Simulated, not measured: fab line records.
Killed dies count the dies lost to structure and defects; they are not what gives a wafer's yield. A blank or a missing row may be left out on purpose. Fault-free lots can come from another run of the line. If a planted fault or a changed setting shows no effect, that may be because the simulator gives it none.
What tool caused it? + flow nand_harc + Sampling: 11 lots, 33 wafers, 6 of 1159 route steps

WHAT THE GAUGES SHOWED, per wafer
NHARC_END_SORT_01.
| lot  | measured     | on        | defect_limited_yield (%) | killed_at_array | killed_at_other | killed_at_periphery | killed_dies | killed_open | killed_short | sort_bin_2_pct (%) | sort_bin_3_pct (%) | sort_bin_4_pct (%) | sort_n_pass | sort_rim_yield_pct (%) | sort_yield_pct (%) |
|------|--------------|-----------|--------------------------|-----------------|-----------------|---------------------|-------------|-------------|--------------|--------------------|--------------------|--------------------|-------------|------------------------|--------------------|
| L568 | day 19 12:08 | prober-01 | 98.5 98.2 98.4           | 7 10 7          | 2 0 1           | 1 2 3               | 10 12 11    | 3 0 1       | 1 0 2        | 0.6 0.7 0.1        | 0 0 0              | 0.9 1.0 1.5        | 667 665 666 | 99.1 98.1 98.1         | 98.5 98.2 98.4     |
| L567 | day 19 19:55 | prober-01 | 96.2 95.7 94.4           | 25 29 35        | 0 0 0           | 1 0 3               | 26 29 38    | 3 1 4       | 2 1 3        | 1.8 1.3 1.3        | 0 0.30 0.74        | 2.1 2.7 3.5        | 651 648 639 | 98.1 93.4 99.1         | 96.2 95.7 94.4     |
| L570 | day 20 09:52 | prober-01 | 96.9 96.3 97.0           | 20 22 20        | 0 0 0           | 1 3 0               | 21 25 20    | 7 4 2       | 0 6 1        | 1.3 1.0 1.3        | 0.30 0.30 0.15     | 1.5 2.4 1.5        | 656 652 657 | 92.5 98.1 95.3         | 96.9 96.3 97.0     |
| L573 | day 20 20:01 | prober-01 | 94.5 93.9 95.9           | 27 37 23        | 5 1 1           | 5 3 4               | 37 41 28    | 0 5 1       | 1 2 4        | 1.8 2.4 1.0        | 0.15 0.59 0.15     | 3.5 3.1 3.0        | 640 636 649 | 98.1 100.0 99.1        | 94.5 93.9 95.9     |
| L574 | day 21 12:28 | prober-02 | 95.4 96.9 95.1           | 23 18 28        | 4 0 3           | 4 3 2               | 31 21 33    | 3 1 5       | 0 1 0        | 2.5 0.7 1.5        | 0 0.15 0.30        | 2.1 2.2 3.1        | 646 656 644 | 100.0 98.1 99.1        | 95.4 96.9 95.1     |
| L576 | day 21 12:27 | prober-01 | 94.7 96.3 97.3           | 34 22 14        | 0 0 0           | 2 3 4               | 36 25 18    | 3 4 3       | 2 3 0        | 2.1 1.5 1.0        | 0 0.30 0           | 3.2 1.9 1.6        | 641 652 659 | 92.5 94.3 96.2         | 94.7 96.3 97.3     |
| L575 | day 21 21:52 | prober-01 | 92.3 92.6 93.5           | 49 49 40        | 1 0 1           | 2 1 3               | 52 50 44    | 1 5 3       | 2 1 2        | 2.2 2.5 3.0        | 0.74 0.30 0.44     | 4.7 4.6 3.1        | 625 627 633 | 93.4 93.4 95.3         | 92.3 92.6 93.5     |
| L580 | day 21 22:17 | prober-02 | 95.7 96.0 94.8           | 27 26 32        | 1 0 1           | 1 1 2               | 29 27 35    | 3 7 2       | 3 0 5        | 0.9 1.0 2.1        | 0.30 0.15 0.15     | 3.1 2.8 3.0        | 648 650 642 | 96.2 97.2 98.1         | 95.7 96.0 94.8     |
| L582 | day 23 06:01 | prober-02 | 95.0 95.0 94.8           | 31 29 30        | 0 2 2           | 3 3 3               | 34 34 35    | 2 3 3       | 4 2 1        | 1.3 1.3 1.3        | 0.44 0.15 0        | 3.2 3.5 3.8        | 643 643 642 | 94.3 92.5 94.3         | 95.0 95.0 94.8     |
| L584 | day 23 21:32 | prober-02 | 91.6 93.4 93.4           | 54 43 45        | 0 0 0           | 3 2 0               | 57 45 45    | 2 2 1       | 1 3 1        | 2.5 2.5 2.8        | 0.59 0.44 0.59     | 5.3 3.7 3.2        | 620 632 632 | 91.5 97.2 94.3         | 91.6 93.4 93.4     |
| L588 | day 25 19:43 | prober-02 | 94.1 94.1 93.9           | 35 31 35        | 0 3 1           | 5 6 5               | 40 40 41    | 6 5 4       | 1 1 2        | 1.9 1.6 3.0        | 0.59 0.59 0.74     | 3.4 3.7 2.4        | 637 637 636 | 89.6 86.8 95.3         | 94.1 94.1 93.9     |

WHICH TOOL RAN EACH LOT (tool, then ch and the chambers of the sampled wafers, then the start)
| lot  | NHARC_A_M1_ETCH_35                 | NHARC_A_M1_ETCH_15                            | NHARC_A_M1_DEGAS_29          | NHARC_A_M1_ECD_22              | NHARC_A_M1_CMP_23             |
|------|------------------------------------|-----------------------------------------------|------------------------------|--------------------------------|-------------------------------|
| L568 | rie_diel-02 ch 0,1,2, day 17 20:39 | rie_diel-02 ch 0,1, day 17 21:34 or earlier   | pvd_sputter-03, day 17 21:34 | ecd_cu-01 ch 0,1, day 17 21:59 | cmp-04 ch 0,1, day 17 22:41   |
| L567 | rie_diel-02 ch 0,2,3, day 17 21:04 | rie_diel-02 ch 0,1,2, day 17 22:01 or earlier | pvd_sputter-02, day 17 22:01 | ecd_cu-02 ch 1, day 17 22:25   | cmp-02 ch 0,1,3, day 17 23:04 |
| L570 | rie_diel-02 ch 0,1,2, day 18 17:17 | rie_diel-02 ch 1,2,3, day 18 18:14 or earlier | pvd_sputter-01, day 18 18:14 | ecd_cu-02 ch 0,1, day 18 18:37 | cmp-04 ch 0,1,2, day 18 19:20 |
| L573 | rie_diel-10 ch 0,1, day 19 08:50   | rie_diel-10 ch 0,1,2, day 19 09:47 or earlier | pvd_sputter-01, day 19 09:47 | ecd_cu-01 ch 0,1, day 19 10:08 | cmp-02 ch 0,1, day 19 10:52   |
| L574 | rie_diel-02 ch 0,2,3, day 19 21:30 | rie_diel-02 ch 1,2,3, day 19 22:26 or earlier | pvd_sputter-03, day 19 22:26 | ecd_cu-01 ch 0,1, day 20 00:06 | cmp-02 ch 1,3, day 20 00:52   |
| L576 | rie_diel-02 ch 0,1,2, day 20 04:02 | rie_diel-02 ch 0,1,2, day 20 04:58 or earlier | pvd_sputter-01, day 20 04:58 | ecd_cu-02 ch 0,1, day 20 05:20 | cmp-02 ch 0,2,3, day 20 06:03 |
| L575 | rie_diel-02 ch 1,2,3, day 20 04:16 | rie_diel-02 ch 1,2,3, day 20 05:24 or earlier | pvd_sputter-01, day 20 05:24 | ecd_cu-01 ch 0,1, day 20 05:51 | cmp-04 ch 0,2, day 20 06:31   |
| L580 | rie_diel-10 ch 1,3, day 20 08:39   | rie_diel-10 ch 0,1,3, day 20 09:37 or earlier | pvd_sputter-02, day 20 09:37 | ecd_cu-01 ch 0,1, day 20 10:07 | cmp-01 ch 0,2,3, day 20 10:52 |
| L582 | rie_diel-02 ch 0,3, day 21 21:12   | rie_diel-02 ch 0,1,2, day 21 22:08 or earlier | pvd_sputter-02, day 21 22:08 | ecd_cu-01 ch 0,1, day 21 22:31 | cmp-04 ch 2,3, day 21 23:14   |
| L584 | rie_diel-10 ch 1,2,3, day 22 08:21 | rie_diel-10 ch 0,1, day 22 09:16 or earlier   | pvd_sputter-01, day 22 09:16 | ecd_cu-01 ch 0,1, day 22 09:47 | cmp-01 ch 0,2,3, day 22 10:46 |
| L588 | rie_diel-10 ch 0,1,3, day 24 07:53 | rie_diel-10 ch 2,3, day 24 08:49 or earlier   | pvd_sputter-01, day 24 08:49 | ecd_cu-02 ch 1, day 24 09:15   | cmp-04 ch 0,1,2, day 24 10:02 |
- NHARC_A_M1_ETCH_35: etches the open film in N2/H2, target depth 40 nm, overetch 12 nm, time 43.94 s.
- NHARC_A_M1_ETCH_15: etches the open film in C4F8/Ar, target depth 182.5 nm, time 91.2 s.
- NHARC_A_M1_DEGAS_29: time 60 s.
- NHARC_A_M1_ECD_22: material Cu, target thk 400 nm.
- NHARC_A_M1_CMP_23: polishes, t overpolish 20 s, target thk 154.34 nm.

AS READ BY THE TOOLS THEMSELVES (means over the sampled wafers that have a number; for cases with no such wafer, the mark the record gives instead)
NHARC_A_M1_ETCH_35.
| lot  | tool        | chamber_pressure_mTorr (mTorr) | drypump_motor_current_A (A) | oes_product_au (a.u.) | rf_fwd_power_W (W) | rf_vpp_V (V) | showerhead_plenum_p_Torr (Torr) | throttle_valve_pct (%) |
|------|-------------|--------------------------------|-----------------------------|-----------------------|--------------------|--------------|---------------------------------|------------------------|
| L568 | rie_diel-02 | 30.005                         | 5.83                        | 0.995                 | 393.3              | 430.3        | 2.05                            | 14.181                 |
| L567 | rie_diel-02 | 29.998                         | 5.69                        | 1.004                 | 394.7              | 433.4        | 2.13                            | 14.170                 |
| L570 | rie_diel-02 | 30.002                         | 5.82                        | 1.000                 | 394.0              | 430.3        | 2.05                            | 14.168                 |
| L573 | rie_diel-10 | 29.994                         | 5.88                        | 1.004                 | 394.5              | 433.8        | 2.16                            | 14.163                 |
| L574 | rie_diel-02 | 30.000                         | 5.69                        | 1.008                 | 392.5              | 433.1        | 2.13                            | 14.174                 |
| L576 | rie_diel-02 | 29.985                         | 5.83                        | 0.997                 | 393.6              | 430.3        | 2.05                            | 14.169                 |
| L575 | rie_diel-02 | 30.006                         | 5.85                        | 1.001                 | 393.9              | 432.3        | 2.07                            | 14.160                 |
| L580 | rie_diel-10 | 29.984                         | 6.03                        | 1.009                 | 396.6              | 432.2        | 2.10                            | 14.165                 |
| L582 | rie_diel-02 | 29.983                         | 5.75                        | 1.001                 | 394.4              | 431.7        | 2.10                            | 14.177                 |
| L584 | rie_diel-10 | 29.983                         | 5.98                        | 0.996                 | 394.3              | 430.3        | 2.06                            | 14.172                 |
| L588 | rie_diel-10 | 30.004                         | 6.01                        | 0.999                 | 395.3              | 432.0        | 2.10                            | 14.174                 |

NHARC_A_M1_ETCH_15.
| lot  | tool        | chamber_pressure_mTorr (mTorr) | oes_product_au (a.u.) | rf_fwd_power_W (W) | rf_vpp_V (V) |
|------|-------------|--------------------------------|-----------------------|--------------------|--------------|
| L568 | rie_diel-02 | 24.999                         | 0.967                 | 595.6              | 440          |
| L567 | rie_diel-02 | 24.990                         | 0.960                 | 594.6              | 442          |
| L570 | rie_diel-02 | 25.002                         | 0.970                 | 592.5              | 442          |
| L573 | rie_diel-10 | 25.010                         | 0.965                 | 593.9              | 442          |
| L574 | rie_diel-02 | 25.002                         | 0.960                 | 594.6              | 441          |
| L576 | rie_diel-02 | 25.002                         | 0.930                 | 593.6              | 441          |
| L575 | rie_diel-02 | 25.000                         | 0.977                 | 595.8              | 442          |
| L580 | rie_diel-10 | 24.987                         | 0.942                 | 595.8              | 443          |
| L582 | rie_diel-02 | 25.005                         | 0.971                 | 593.5              | 441          |
| L584 | rie_diel-10 | 25.022                         | 0.953                 | 595.4              | 442          |
| L588 | rie_diel-10 | 25.014                         | 0.979                 | 596.0              | 438          |

NHARC_A_M1_DEGAS_29.
| lot  | tool           | heater_power_w (W) |
|------|----------------|--------------------|
| L568 | pvd_sputter-03 | 351                |
| L567 | pvd_sputter-02 | 370                |
| L570 | pvd_sputter-01 | 353                |
| L573 | pvd_sputter-01 | 311                |
| L574 | pvd_sputter-03 | 338                |
| L576 | pvd_sputter-01 | 352                |
| L575 | pvd_sputter-01 | 356                |
| L580 | pvd_sputter-02 | 353                |
| L582 | pvd_sputter-02 | 363                |
| L584 | pvd_sputter-01 | 370                |
| L588 | pvd_sputter-01 | 324                |

NHARC_A_M1_ECD_22.
| lot  | tool      | bath_heat_duty_pct (%) |
|------|-----------|------------------------|
| L568 | ecd_cu-01 | 6.0                    |
| L567 | ecd_cu-02 | 5.9                    |
| L570 | ecd_cu-02 | 6.3                    |
| L573 | ecd_cu-01 | 5.9                    |
| L574 | ecd_cu-01 | 5.8                    |
| L576 | ecd_cu-02 | 5.8                    |
| L575 | ecd_cu-01 | 6.0                    |
| L580 | ecd_cu-01 | 6.4                    |
| L582 | ecd_cu-01 | 5.6                    |
| L584 | ecd_cu-01 | 6.1                    |
| L588 | ecd_cu-02 | 6.1                    |

NHARC_A_M1_CMP_23.
| lot  | tool   | motor_current_A (A) | time_to_endpoint_s (s) |
|------|--------|---------------------|------------------------|
| L568 | cmp-04 | 11.3                | 26.4                   |
| L567 | cmp-02 | 12.5                | 27.9                   |
| L570 | cmp-04 | 12.3                | 26.7                   |
| L573 | cmp-02 | 13.0                | 28.2                   |
| L574 | cmp-02 | 12.0                | 29.1                   |
| L576 | cmp-02 | 12.1                | 29.2                   |
| L575 | cmp-04 | 13.6                | 27.4                   |
| L580 | cmp-01 | 12.0                | 24.5                   |
| L582 | cmp-04 | 11.6                | 22.3                   |
| L584 | cmp-01 | 11.9                | 19.2                   |
| L588 | cmp-04 | 12.2                | 29.2                   |

THE ANSWER, worked out from the rows above alone
Rule: the usual values come from the lots themselves. The widest of any qualifying gaps counts: lots, ordered by their means at a reading, are off when they make up no more than a third of the lots, leave a main group of 4 or more, and stand apart from it by 3 or more times the standard deviation of that group's means. Not used: any main group whose means are identical at the precision the tables above print for the reading. Also off: a lot with no number at a reading for which 4 or more lots have one. All remaining lots with rows at the step are treated as sound. Order of review: gauges by route order, followed by the tools' own readings, for which a lot's mean as printed above is used. At the first step where some lot is off, the reading lying furthest off is the one used; lots without a number count as furthest.
Nothing can be told from this: no lot is off at any reading shown.

WHAT HAD BEEN PUT IN BY THE SIMULATOR
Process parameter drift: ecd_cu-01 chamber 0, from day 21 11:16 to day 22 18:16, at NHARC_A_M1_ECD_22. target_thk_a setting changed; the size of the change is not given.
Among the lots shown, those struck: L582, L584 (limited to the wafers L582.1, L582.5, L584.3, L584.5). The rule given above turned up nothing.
